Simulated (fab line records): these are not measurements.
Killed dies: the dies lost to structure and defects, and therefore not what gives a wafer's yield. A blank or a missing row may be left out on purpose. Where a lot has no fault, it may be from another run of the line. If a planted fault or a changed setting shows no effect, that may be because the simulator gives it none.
fab line records	flow n5-finfet
[record] lots = 7	wafers = 21
route steps=1938 shown SD_EPI_N@273 ILD0@343 SDB@348 MOL_CONTACT_COAG@594
start-h: hours from the record's first day to the start of the lot's first wafer shown	wait-h: how many hours have passed since the lot's step before this one	" the same as in the row above	L1.1+2: several wafers, shown together as one row	- value missing, or start not given	* or withheld: withheld	< > ~ a bound
route shown NAME@n: NAME is a module with steps in the file, n the number in the route of the first one	usual: mean/standard deviation of fault-free wafers	same: alike in all rows	chamber/n: place in a boat	sites: the reading at each site	_std_site: standard deviation across them	_edge_site: inner sites' mean taken away from outer sites' mean	radius-mm: how far each site lies from the wafer's centre	mask NAME#n: copy n	behind: the tool/chamber that last shaped the wafer	hold: what put the lot on hold/how long, in hours/how the hold closed	device: the n, p or np transistor that did not switch	end of line: the tests these same wafers got at the end of their route	a step with no rows: only its recipe	killed: not the wafer's yield, but the dies lost to structure and defects at the first sort	map: a wafer's dies, x killed, . not, _ none there
set.NAME: the setting the step ran with; set.NAME@STEP: the setting that earlier step ran with	model.NAME: the simulator's own value behind a step, which no gauge read
one table per step and one row per wafer, for lots whose settings were changed on purpose
[[steps]]
[step N5_SD_EPI_N_DESCUM_14]
[recipe] chemistry = O2	time-s = 7.9	source-power-w = 50	bias-power-w = 20	pressure-mtorr = 20	rf-frequency-hz = 2.712e+07	temp-c = 40	resist = CAR-ArF-block	o2-flow-sccm = 225
lot.wafer	tool	chamber	start-h	wait-h	set.time-s	set.peb-temp-c@SD_EPI_N_PEB_07	model.SD_EPI_N.cd-nm
L078.1	rie-diel-04	3	73.11	0.1	6.452	108.8	117.8
L078.2	"	1	"	"	6.452	110	120.4
L078.4	"	2	"	"	7.9	110	120
L082.1	rie-diel-05	2	103.19	0.3	7.9	110	120.8
L082.2	"	0	"	"	7.9	110	122.4
L082.5	"	2	"	"	7.9	110	120.4
L084.2	rie-diel-04	2	109.85	0.0	9.051	110	121.4
L084.3	"	1	"	"	9.051	108	115.6
L084.6	"	0	"	"	7.9	110	119.6
L089.2	rie-diel-04	0	139.71	0.0	7.9	112.1	125.4
L089.4	"	3	"	"	9.594	110	120.6
L089.6	"	0	"	"	9.594	112.1	124.4
L091.3	rie-diel-01	2	152.47	0.0	9.482	110	120.6
L091.5	"	3	"	"	7.9	112	125.8
L091.6	"	2	"	"	9.482	110	121
L094.1	rie-diel-05	2	171.03	0.0	7.9	110	120.8
L094.4	"	0	"	"	7.9	110	121.6
L094.5	"	1	"	"	7.9	110	120.6
L095.3	rie-diel-05	2	173.97	0.5	8.363	110	120.6
L095.4	"	1	"	"	8.363	112.4	125.8
L095.5	"	2	"	"	7.9	112.4	126.6
[step N5_SD_EPI_N_ETCH_34]
[recipe] chemistry = CF4	target = SiARC	target-depth-a = 455	mask-material = CAR-ArF-block	time-s = 75.8	ion-energy-ev = 80	pressure-mtorr = 40	source-w = 545	bias-w = 36	Ar_flow_sccm = 100	cf4-flow-sccm = 100	ends = cleared
lot.wafer	tool	chamber	start-h	wait-h	set.peb-temp-c@SD_EPI_N_PEB_07	model.SD_EPI_N.cd-nm
L078.1	rie-diel-04	3	73.15	0.0	108.8	117.4
L078.2+4	"	1,2	"	"	110	120
L082.1+5	rie-diel-05	2	103.23	0.0	110	120.6
L082.2	"	0	"	"	110	122.4
L084.2	rie-diel-04	2	109.89	0.0	110	121.4
L084.3	"	1	"	"	108	115.4
L084.6	"	0	"	"	110	119.2
L089.2	rie-diel-04	0	139.74	0.0	112.1	125.4
L089.4	"	3	"	"	110	120.4
L089.6	"	0	"	"	112.1	124.2
L091.3	rie-diel-01	2	152.50	0.0	110	120
L091.5	"	3	"	"	112	125.4
L091.6	"	2	"	"	110	120.4
L094.1+5	rie-diel-05	2,1	171.07	0.0	110	120.8
L094.4	"	0	"	"	110	121.4
L095.3	rie-diel-05	2	174.00	0.0	110	120.6
L095.4	"	1	"	"	112.4	126
L095.5	"	2	"	"	112.4	126.6
[step N5_SD_EPI_N_ETCH_35]
[recipe] chemistry = N2/H2	target = SOC	overetch-a = 1080	mask-material = SiARC	temp-c = 40	ion-energy-ev = 100	source-w = 3000	bias-w = 133	pressure-mtorr = 20	time-s = 486	n2-flow-sccm = 200	h2-flow-sccm = 200
lot.wafer	tool	chamber	start-h	wait-h	set.peb-temp-c@SD_EPI_N_PEB_07	model.SD_EPI_N.cd-nm
L078.1	rie-diel-04	3	73.20	0.0	108.8	117
L078.2	"	1	"	"	110	121.2
L078.4	"	2	"	"	110	123
L082.1	rie-diel-05	2	103.28	0.0	110	119
L082.2	"	0	"	"	110	122.2
L082.5	"	2	"	"	110	119.8
L084.2	rie-diel-04	2	109.94	0.0	110	123.8
L084.3	"	1	"	"	108	115.8
L084.6	"	0	"	"	110	121.4
L089.2	rie-diel-04	0	139.80	0.0	112.1	126.4
L089.4	"	3	"	"	110	118.8
L089.6	"	0	"	"	112.1	124.4
L091.3	rie-diel-01	2	152.56	0.0	110	121
L091.5	"	3	"	"	112	125.2
L091.6	"	2	"	"	110	121.4
L094.1	rie-diel-05	2	171.12	0.0	110	119.6
L094.4	"	0	"	"	110	123.4
L094.5	"	1	"	"	110	121.8
L095.3	rie-diel-05	2	174.06	0.0	110	117.8
L095.4	"	1	"	"	112.4	125
L095.5	"	2	"	"	112.4	124.8
[step N5_SD_EPI_N_STRIP_36]
[recipe] chemistry = N2/H2	temp-c = 40	n2-flow-sccm = 200	h2-flow-sccm = 200	rf-frequency-hz = 6e+07
[step N5_SD_EPI_N_ETCHBACK_44]
[recipe] chemistry = CH3F/O2	mode = anisotropic-etchback	target = SiNx	target-depth-a = 145	stop-on = SiO2	over-etch-frac = 0.3	ion-energy-ev = 120	pressure-mtorr = 30	source-w = 395	bias-w = 73	Ar_flow_sccm = 150	CH3F_flow_sccm = 30	O2_flow_sccm = 20
lot.wafer	tool	chamber	start-h	wait-h	set.peb-temp-c@SD_EPI_N_PEB_07	model.SD_EPI_N.cd-nm
L078.1	rie-diel-04	3	73.53	0.0	108.8	117.2
L078.2	"	1	"	"	110	121.4
L078.4	"	2	"	"	110	123
L082.1	rie-diel-05	2	103.61	0.0	110	119.2
L082.2	"	0	"	"	110	122.2
L082.5	"	2	"	"	110	119.8
L084.2	rie-diel-04	2	110.27	0.0	110	124
L084.3	"	1	"	"	108	115.8
L084.6	"	0	"	"	110	121.2
L089.2	rie-diel-04	0	140.12	0.0	112.1	126.2
L089.4	"	3	"	"	110	119
L089.6	"	0	"	"	112.1	124.4
L091.3	rie-diel-01	2	152.88	0.0	110	121.2
L091.5	"	3	"	"	112	125
L091.6	"	2	"	"	110	121.4
L094.1	rie-diel-05	2	171.45	0.0	110	119.6
L094.4	"	0	"	"	110	123.4
L094.5	"	1	"	"	110	121.8
L095.3	rie-diel-05	2	174.38	0.0	110	117.8
L095.4	"	1	"	"	112.4	125
L095.5	"	2	"	"	112.4	124.8
[step N5_ILD0_ALD_15]
[recipe] material = SiNx	target-thk-a = 240	temp-c = 400	ald-precursor-family = SiH2I2	ald-co-reactant = N2/H2-plasma	pulse-time-s = 1	ald-cycles = 480	purge-time-s = 2	co-reactant-purge-time-s = 2	pressure-torr = 2
lot.wafer	tool	chamber	start-h	wait-h	set.ald-cycles	model.SiNx_of_ILD0_ALD_15.thk-nm
L078.1	ald-sin-03	1	87.02	0.6	553	28
L078.2	"	3	"	"	480	24
L078.4	"	0	"	"	480	24.2
L082.1	ald-sin-02	0	115.86	0.6	480	24.2
L082.2	"	1	"	"	480	24
L082.5	"	3	116.95	1.2	480	23.8
L084.2	ald-sin-01	1	125.44	0.5	480	23.8
L084.3+6	"	2,0	"	"	513	25.6
L089.2	ald-sin-03	0	152.36	0.5	480	23.8
L089.4+6	"	2,0	"	"	518	25.8
L091.3+5	ald-sin-02	3	165.33	0.4	480	24
L091.6	"	0	166.41	1.1	480	24.2
L094.1	ald-sin-03	1	184.51	0.8	480	24.2
L094.4	"	2	"	"	480	23.8
L094.5	"	1	185.60	1.4	480	24
L095.3	ald-sin-03	0	188.29	0.5	480	23.8
L095.4	"	3	189.37	1.4	559	28
L095.5	"	0	"	"	480	24
[step N5_SDB_COAT_03]
[recipe] resist = SOC	temp-c = 250	time-s = 60	spin-rpm = 1500	resist-thk-nm = 100
lot.wafer	tool	chamber	start-h	wait-h	set.spin-rpm	model.SOC_of_SDB_COAT_03.thk-nm
L078.1+4	litho-track-04	0	89.67	0.1	1500	100
L078.2	"	0	"	"	1500	100.2
L082.1	litho-track-02	0	118.50	0.1	1500	99.8
L082.2	"	0	"	"	1500	99.6
L082.5	"	0	"	"	1500	100
L084.2+3	litho-track-01	0	128.08	0.1	1588	97.4
L084.6	"	0	"	"	1588	97.2
L089.2	litho-track-04	0	155.00	0.1	1500	100.2
L089.4	"	0	"	"	1500	100
L089.6	"	0	"	"	1341	105.6
L091.3+5+6	litho-track-04	0	168.00	0.1	1500	99.8
L094.1	litho-track-02	0	187.15	0.1	1500	100.6
L094.4	"	0	"	"	1500	100
L094.5	"	0	"	"	1500	99.8
L095.3	litho-track-02	0	190.93	0.1	1630	96
L095.4	"	0	"	"	1500	100
L095.5	"	0	"	"	1630	96.2
[step N5_SDB_EXPOSE_08]
[recipe] mask-id = SDB	na = 1.35	source-shape = conventional	sigma-outer = 0.5	polarization = unpolarized	dose-mj = 49.6
lot.wafer	tool	chamber	start-h	wait-h	mask	set.dose-mj
L078.1+2+4	arfi-scanner-02	0	89.91	-	SDB#0	49.6
L082.1	arfi-scanner-03	0	118.75	-	SDB#0	49.6
L082.2+5	"	0	"	"	SDB#0	48.04
L084.2	arfi-scanner-02	0	128.20	-	SDB#0	51.18
L084.3+6	"	0	"	"	SDB#0	49.6
L089.2+6	arfi-scanner-01	0	155.25	-	SDB#0	49.6
L089.4	"	0	"	"	SDB#0	46.22
L091.3+6	arfi-scanner-02	0	168.12	-	SDB#0	48.12
L091.5	"	0	"	"	SDB#0	49.6
L094.1+4+5	arfi-scanner-03	0	187.39	-	SDB#0	49.6
L095.3	arfi-scanner-01	0	191.18	-	SDB#0	47.75
L095.4+5	"	0	"	"	SDB#0	49.6
[step N5_SDB_PEB_09]
[recipe] peb-temp-c = withheld	peb-time-s = 60	resist = CAR-ArF
[step N5_SDB_DEVELOP_10]
[recipe] develop-time-s = 30	developer = TMAH	resist = CAR-ArF	rinse-liquid = diw	dry = air-spin	dev-temp-c = 23
[step N5_SDB_CD_MEAS_11]
[recipe] target-cd-nm = 50	landing-energy-ev = 500	detector = se-inlens	polarity = opening
[usual] cd-nm = 50.3/1.3
lot.wafer	tool	chamber	start-h	wait-h	set.dose-mj@SDB_EXPOSE_08	cd-nm
L078.1	cd-sem-01	0	90.03	-	49.6	50.5
L078.2	"	0	"	"	49.6	48.6
L078.4	"	0	"	"	49.6	51.2
L082.1	cd-sem-02	0	118.88	-	49.6	50.5
L082.2	"	0	"	"	48.04	46.9
L082.5	"	0	"	"	48.04	48.5
L084.2	cd-sem-02	0	128.33	-	51.18	55.4
L084.3	"	0	"	"	49.6	50.3
L084.6	"	0	"	"	49.6	49.9
L089.2	cd-sem-02	0	155.37	-	49.6	51.6
L089.4	"	0	"	"	46.22	42.3
L089.6	"	0	"	"	49.6	50.2
L091.3	cd-sem-01	0	168.24	-	48.12	44.5
L091.5	"	0	"	"	49.6	49.6
L091.6	"	0	"	"	48.12	46.7
L094.1	cd-sem-03	0	187.52	-	49.6	49.0
L094.4	"	0	"	"	49.6	49.0
L094.5	"	0	"	"	49.6	48.6
L095.3	cd-sem-02	0	191.30	-	47.75	46.1
L095.4	"	0	"	"	49.6	50.9
L095.5	"	0	"	"	49.6	51.9
[step N5_SDB_DESCUM_16]
[recipe] chemistry = O2	time-s = 7.9	source-power-w = 50	bias-power-w = 20	pressure-mtorr = 20	rf-frequency-hz = 2.712e+07	temp-c = 40	resist = CAR-ArF	o2-flow-sccm = 225
[step N5_SDB_ETCH_17]
[recipe] chemistry = CF4	target = SiARC	target-depth-a = 234	mask-material = CAR-ArF	time-s = 39	ion-energy-ev = 80	pressure-mtorr = 40	source-w = 545	bias-w = 36	Ar_flow_sccm = 100	cf4-flow-sccm = 100	ends = cleared
[step N5_SDB_ETCH_18]
[recipe] chemistry = N2/H2	target = SOC	target-depth-a = 1000	overetch-a = 200	mask-material = SiARC	temp-c = 40	time-s = 150	ion-energy-ev = 200	pressure-mtorr = 30	source-w = 840	bias-w = 150	n2-flow-sccm = 200	h2-flow-sccm = 200
lot.wafer	tool	chamber	start-h	wait-h	set.spin-rpm@SDB_COAT_03	model.etch.depth-nm
L078.1+4	rie-diel-01	3,0	90.65	0.0	1500	100.1
L078.2	"	2	"	"	1500	100.2
L082.1	rie-diel-04	3	120.33	0.0	1500	99.82
L082.2	"	2	"	"	1500	99.65
L082.5	"	1	"	"	1500	99.97
L084.2	rie-diel-05	3	129.54	0.0	1588	97.44
L084.3	"	2	"	"	1588	97.33
L084.6	"	3	"	"	1588	97.25
L089.2	rie-diel-01	3	155.59	0.0	1500	100.2
L089.4	"	1	"	"	1500	99.96
L089.6	"	1	"	"	1341	105.7
L091.3	rie-diel-05	1	168.40	0.0	1500	99.83
L091.5	"	0	"	"	1500	99.84
L091.6	"	3	"	"	1500	99.82
L094.1	rie-diel-04	2	187.68	0.0	1500	100.5
L094.4	"	1	"	"	1500	99.94
L094.5	"	3	"	"	1500	99.81
L095.3	rie-diel-04	3	191.45	0.0	1630	96.05
L095.4	"	3	"	"	1500	99.95
L095.5	"	1	"	"	1630	96.18
[step N5_SDB_STRIP_19]
[recipe] chemistry = N2/H2	temp-c = 40	n2-flow-sccm = 200	h2-flow-sccm = 200	rf-frequency-hz = 6e+07
[step N5_SDB_STRIP_21]
[recipe] chemistry = CF4	resist = SiARC	power-w = 300	bias-power-w = 75	pressure-mtorr = 50	cf4-flow-sccm = 150	rf-frequency-hz = 6e+07
[step N5_SDB_HM_OPEN_20]
[recipe] chemistry = CH3F/O2	target = SiNx	mask-material = SOC	target-depth-a = 240	stop-on = poly-Si	over-etch-frac = 0.4	ion-energy-ev = 120	pressure-mtorr = 30	source-w = 395	bias-w = 73	Ar_flow_sccm = 150	CH3F_flow_sccm = 30	O2_flow_sccm = 20
[step N5_SDB_STRIP_22]
[recipe] chemistry = N2/H2	power-w = 1000	temp-c = 250	h2-frac = 0.65	overash-fraction = 0.3	pressure-mtorr = withheld	n2-flow-sccm = 1750	h2-flow-sccm = 3250
[usual] strip-time-to-endpoint-s = 96.4/0.38
lot.wafer	tool	chamber	start-h	wait-h	set.spin-rpm@SDB_COAT_03	strip-time-to-endpoint-s
L078.1	plasma-asher-01	0	90.88	0.1	1500	96.5
L078.2	"	1	"	"	1500	97.3
L078.4	"	1	"	"	1500	96.5
L082.1	plasma-asher-01	1	120.57	0.1	1500	96.3
L082.2	"	0	"	"	1500	95.8
L082.5	"	0	"	"	1500	96.4
L084.2	plasma-asher-02	1	129.79	0.1	1588	93.6
L084.3	"	1	"	"	1588	93.5
L084.6	"	0	"	"	1588	93.4
L089.2	plasma-asher-01	0	155.83	0.1	1500	96.9
L089.4	"	1	"	"	1500	96.5
L089.6	"	1	"	"	1341	101.9
L091.3	plasma-asher-02	0	168.68	0.1	1500	96.9
L091.5	"	0	"	"	1500	95.7
L091.6	"	1	"	"	1500	95.9
L094.1	plasma-asher-01	0	187.92	0.1	1500	96.5
L094.4	"	0	"	"	1500	96.2
L094.5	"	1	"	"	1500	96.6
L095.3	plasma-asher-01	1	191.73	0.1	1630	93.1
L095.4	"	0	"	"	1500	96.7
L095.5	"	1	"	"	1630	92.9
[step N5_MOL_CONTACT_COAG_COAT_63]
[recipe] resist = SiARC	temp-c = 220	time-s = 60	spin-rpm = 1500	resist-thk-nm = 10
lot.wafer	tool	chamber	start-h	wait-h	set.spin-rpm	model.SiARC_of_MOL_CONTACT_COAG_COAT_63.thk-nm
L078.1	litho-track-05	0	-	-	1337	10.6
L078.2+4	"	0	"	"	1500	10
L082.1+2	litho-track-02	0	-	-	1500	10
L082.5	"	0	"	"	1588	9.8
L084.2+3+6	litho-track-02	0	-	-	1500	10
L089.2	litho-track-05	0	-	-	1500	10
L089.4+6	"	0	"	"	1544	9.8
L091.3+5	litho-track-05	0	-	-	1500	10
L091.6	"	0	"	"	1409	10.4
L094.1+4+5	litho-track-05	0	-	-	1500	10
L095.3+5	litho-track-05	0	-	-	1651	9.6
L095.4	"	0	"	"	1500	10
[step N5_MOL_CONTACT_COAG_EXPOSE_37]
[recipe] mask-id = VD	na = 0.33	source-shape = annular	sigma-inner = 0.3	sigma-outer = 0.7	polarization = unpolarized	defocus-nm = 0	dose-mj = 62
lot.wafer	tool	chamber	start-h	wait-h	mask	set.dose-mj
L078.1+4	euv-scanner-02	0	122.18	-	VD#0	60.83
L078.2	"	0	"	"	VD#0	62
L082.1+2+5	euv-scanner-02	0	156.57	-	VD#0	62
L084.2	euv-scanner-02	0	163.23	-	VD#0	62
L084.3+6	"	0	"	"	VD#0	58.46
L089.2	euv-scanner-01	0	189.13	-	VD#0	65.02
L089.4+6	"	0	"	"	VD#0	62
L091.3+6	euv-scanner-02	0	200.27	-	VD#0	62
L091.5	"	0	"	"	VD#0	57.56
L094.1+4+5	euv-scanner-02	0	218.76	-	VD#0	62
L095.3+4+5	euv-scanner-02	0	229.49	-	VD#0	62
[step N5_MOL_CONTACT_COAG_PEB_38]
[recipe] peb-temp-c = 100	peb-time-s = 60	resist = CAR-EUV
[step N5_MOL_CONTACT_COAG_DEVELOP_39]
[recipe] develop-time-s = 30	developer = TMAH	resist = CAR-EUV	rinse-liquid = surfactant-rinse	dry = air-spin	dev-temp-c = 23
[step N5_MOL_CONTACT_COAG_CD_MEAS_40]
[recipe] target-cd-nm = 25.1	landing-energy-ev = 500	detector = se-inlens	polarity = opening
[usual] cd-nm = 25.09/0.26
lot.wafer	tool	chamber	start-h	wait-h	set.dose-mj@MOL_CONTACT_COAG_EXPOSE_37	cd-nm
L078.1	cd-sem-02	0	122.33	-	60.83	24.08
L078.2	"	0	"	"	62	25.01
L078.4	"	0	"	"	60.83	24.85
L082.1	cd-sem-01	0	156.72	-	62	25.11
L082.2	"	0	"	"	62	24.99
L082.5	"	0	"	"	62	24.85
L084.2	cd-sem-03	0	163.36	-	62	24.96
L084.3	"	0	"	"	58.46	23.91
L084.6	"	0	"	"	58.46	23.87
L089.2	cd-sem-01	0	189.27	-	65.02	26.13
L089.4	"	0	"	"	62	25.07
L089.6	"	0	"	"	62	25.19
L091.3	cd-sem-02	0	200.39	-	62	24.61
L091.5	"	0	"	"	57.56	23.20
L091.6	"	0	"	"	62	25.26
L094.1	cd-sem-01	0	218.91	-	62	25.23
L094.4	"	0	"	"	62	24.69
L094.5	"	0	"	"	62	25.09
L095.3	cd-sem-02	0	229.62	-	62	24.86
L095.4	"	0	"	"	62	24.97
L095.5	"	0	"	"	62	25.18
[step N5_MOL_CONTACT_COAG_DESCUM_45]
[recipe] chemistry = O2	time-s = 7	source-power-w = 50	bias-power-w = 20	pressure-mtorr = 20	rf-frequency-hz = 2.712e+07	temp-c = 40	resist = CAR-EUV	o2-flow-sccm = 225
[step N5_MOL_CONTACT_COAG_ETCH_65]
[recipe] chemistry = N2/H2	target = underlayer	target-depth-a = 130	mask-material = CAR-EUV	time-s = 10.4	ion-energy-ev = 200	pressure-mtorr = 30	source-w = 840	bias-w = 150	n2-flow-sccm = 200	h2-flow-sccm = 200	ends = cleared
[step N5_MOL_CONTACT_COAG_ETCH_66]
[recipe] chemistry = CF4	target = SiARC	target-depth-a = 130	mask-material = CAR-EUV	time-s = 21.7	ion-energy-ev = 80	pressure-mtorr = 40	source-w = 545	bias-w = 36	Ar_flow_sccm = 100	cf4-flow-sccm = 100	ends = cleared
lot.wafer	tool	chamber	start-h	wait-h	set.spin-rpm@MOL_CONTACT_COAG_COAT_63	model.etch.depth-nm
L078.1	rie-diel-04	0	123.53	0.0	1337	10.65
L078.2	"	3	"	"	1500	10.04
L078.4	"	1	"	"	1500	10.03
L082.1	rie-diel-05	0	156.89	0.0	1500	10.03
L082.2	"	3	"	"	1500	10.02
L082.5	"	3	"	"	1588	9.707
L084.2	rie-diel-01	3	163.54	0.0	1500	10.01
L084.3	"	0	"	"	1500	10.04
L084.6	"	3	"	"	1500	10.05
L089.2	rie-diel-04	1	189.45	0.0	1500	10
L089.4	"	1	"	"	1544	9.842
L089.6	"	3	"	"	1544	9.891
L091.3	rie-diel-04	1	200.61	0.0	1500	9.971
L091.5	"	2	"	"	1500	9.975
L091.6	"	1	"	"	1409	10.31
L094.1	rie-diel-04	2	219.09	0.0	1500	10.01
L094.4	"	1	"	"	1500	10.03
L094.5	"	3	"	"	1500	9.999
L095.3	rie-diel-04	0	230.35	0.0	1651	9.526
L095.4	"	1	"	"	1500	10
L095.5	"	3	"	"	1651	9.545
[step N5_MOL_CONTACT_COAG_ALD_133]
[recipe] material = SiO2	target-thk-a = 50	temp-c = 100	ald-precursor-family = BDEAS	ald-co-reactant = O2-plasma	pulse-time-s = 1	co-reactant-pulse-time-s = 1	purge-time-s = 2	co-reactant-purge-time-s = 2	ald-cycles = 35	pressure-torr = 2
[step N5_MOL_CONTACT_COAG_ETCHBACK_134]
[recipe] chemistry = CHF3	target = SiO2	target-depth-a = 100	time-s = 6.7	ion-energy-ev = 200	pressure-mtorr = 30	source-w = 610	bias-w = 170	Ar_flow_sccm = 200	CHF3_flow_sccm = 50
[step N5_MOL_CONTACT_COAG_ETCH_67]
[recipe] chemistry = N2/H2	target = SOC	target-depth-a = 600	overetch-a = 210	mask-material = SiARC	temp-c = 40	time-s = 101.2	ion-energy-ev = 200	pressure-mtorr = 30	source-w = 840	bias-w = 150	n2-flow-sccm = 200	h2-flow-sccm = 200
lot.wafer	tool	chamber	start-h	wait-h	set.spin-rpm@MOL_CONTACT_COAG_COAT_63	model.SiARC_of_MOL_CONTACT_COAG_COAT_63.thk-nm
L078.1	rie-diel-05	1	124.59	0.0	1337	6.6
L078.2+4	"	3	"	"	1500	5.8
L082.1	rie-diel-05	0	157.22	0.0	1500	5.6
L082.2	"	2	"	"	1500	5.8
L082.5	"	2	"	"	1588	5.4
L084.2+3+6	rie-diel-01	1,3,3	163.91	0.0	1500	6
L089.2	rie-diel-05	1	189.74	0.0	1500	6
L089.4+6	"	0	"	"	1544	5.6
L091.3+5	rie-diel-05	3,2	201.58	0.0	1500	5.8
L091.6	"	3	"	"	1409	6.2
L094.1	rie-diel-01	1	219.38	0.0	1500	6
L094.4	"	3	"	"	1500	5.8
L094.5	"	0	"	"	1500	5.6
L095.3	rie-diel-01	2	231.04	0.0	1651	5.6
L095.4	"	3	"	"	1500	5.8
L095.5	"	3	"	"	1651	5.2
[[key]]
[split] step = N5_SD_EPI_N_DESCUM_14	setting = time-s	stated = 7.9	by = wafer
response none clear
[split] step = N5_ILD0_ALD_15	setting = ald-cycles	stated = 480	by = wafer
[response] step = N5_ILD0_ALD_15	reading = model.SiNx_of_ILD0_ALD_15.thk-nm	change = +0.253	per = 1%	r = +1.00
[split] step = N5_SDB_COAT_03	setting = spin-rpm	stated = 1500	by = wafer
[response] step = N5_SDB_COAT_03	reading = model.SOC_of_SDB_COAT_03.thk-nm	change = -0.491	per = 1%	r = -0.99
[response] step = N5_SDB_ETCH_18	reading = model.etch.depth-nm	change = -0.494	per = 1%	r = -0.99
[response] step = N5_SDB_STRIP_22	reading = strip-time-to-endpoint-s	change = *	per = 1%	r = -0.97
[split] step = N5_SDB_EXPOSE_08	setting = dose-mj	stated = 49.6	by = wafer
[response] step = N5_SDB_CD_MEAS_11	reading = cd-nm	change = +1.3	per = 1%	r = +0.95
[split] step = N5_MOL_CONTACT_COAG_COAT_63	setting = spin-rpm	stated = 1500	by = wafer
[response] step = N5_MOL_CONTACT_COAG_COAT_63	reading = model.SiARC_of_MOL_CONTACT_COAG_COAT_63.thk-nm	change = -0.0492	per = 1%	r = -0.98
[response] step = N5_MOL_CONTACT_COAG_ETCH_66	reading = model.etch.depth-nm	change = -0.0524	per = 1%	r = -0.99
[response] step = N5_MOL_CONTACT_COAG_ETCH_67	reading = model.SiARC_of_MOL_CONTACT_COAG_COAT_63.thk-nm	change = -0.0604	per = 1%	r = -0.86
[split] step = N5_MOL_CONTACT_COAG_EXPOSE_37	setting = dose-mj	stated = 62	by = wafer
[response] step = N5_MOL_CONTACT_COAG_CD_MEAS_40	reading = cd-nm	change = +0.22	per = 1%	r = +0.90
split outside-this-file step=N5_SD_EPI_N_PEB_07 setting=peb-temp-c
// split outside-this-file: this setting was split too, and the file shows its column; the key of that split is in another file
